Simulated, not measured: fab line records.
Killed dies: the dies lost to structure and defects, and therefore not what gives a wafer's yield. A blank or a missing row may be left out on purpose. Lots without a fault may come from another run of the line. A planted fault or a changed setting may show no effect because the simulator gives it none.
Matching of chambers / flow nand harc / rie diel-04 running NHARC_A_STAIRCASE_TRIM_20: 4 sister chambers
The step chemistry O2, time 211.2 s. 4 wafers are shown with their chamber, then 7 later ones without.

WAFERS WITH THEIR CHAMBER
wafer=L199.1; chamber=0; drypump motor current A (A)=5.4
wafer=L199.4; chamber=2; drypump motor current A (A)=5.8
wafer=L205.1; chamber=3; drypump motor current A (A)=6.6
wafer=L205.3; chamber=1; drypump motor current A (A)=6.6

WAFERS WHOSE CHAMBER IS MISSING
wafer=L205.6; drypump motor current A (A)=6.6
wafer=L211.3; drypump motor current A (A)=5.3
wafer=L211.4; drypump motor current A (A)=6.6
wafer=L211.6; drypump motor current A (A)=5.4
wafer=L212.1; drypump motor current A (A)=6.6
wafer=L212.3; drypump motor current A (A)=6.5
wafer=L212.6; drypump motor current A (A)=5.8

WHICH CHAMBER EACH ONE RAN IN
wafer=L205.6; from the rows above=can't be placed: 1 or 3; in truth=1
wafer=L211.3; from the rows above=0; in truth=0
wafer=L211.4; from the rows above=can't be placed: 1 or 3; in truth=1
wafer=L211.6; from the rows above=0; in truth=0
wafer=L212.1; from the rows above=can't be placed: 1 or 3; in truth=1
wafer=L212.3; from the rows above=can't be placed: 1 or 3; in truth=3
wafer=L212.6; from the rows above=2; in truth=2
Correctly placed: 3 of 7. Can't be placed from these rows: 4 (the true chamber is among the candidates in 4). Wrongly placed: 0.
How it was worked out, from the rows above alone: a wafer's distance from a chamber is the root of the sum, over the readings, of the square of ((its reading less the chamber's mean) divided by the reading's scatter). If the next closest chamber is less than 2 further off than the closest, the wafer can't be placed; otherwise it belongs to the closest. Each chamber's mean is taken over the wafers shown for it. The scatter (one wafer shown for each chamber): square how far every hidden wafer sits from the nearest shown wafer, average those squares and take the square root.
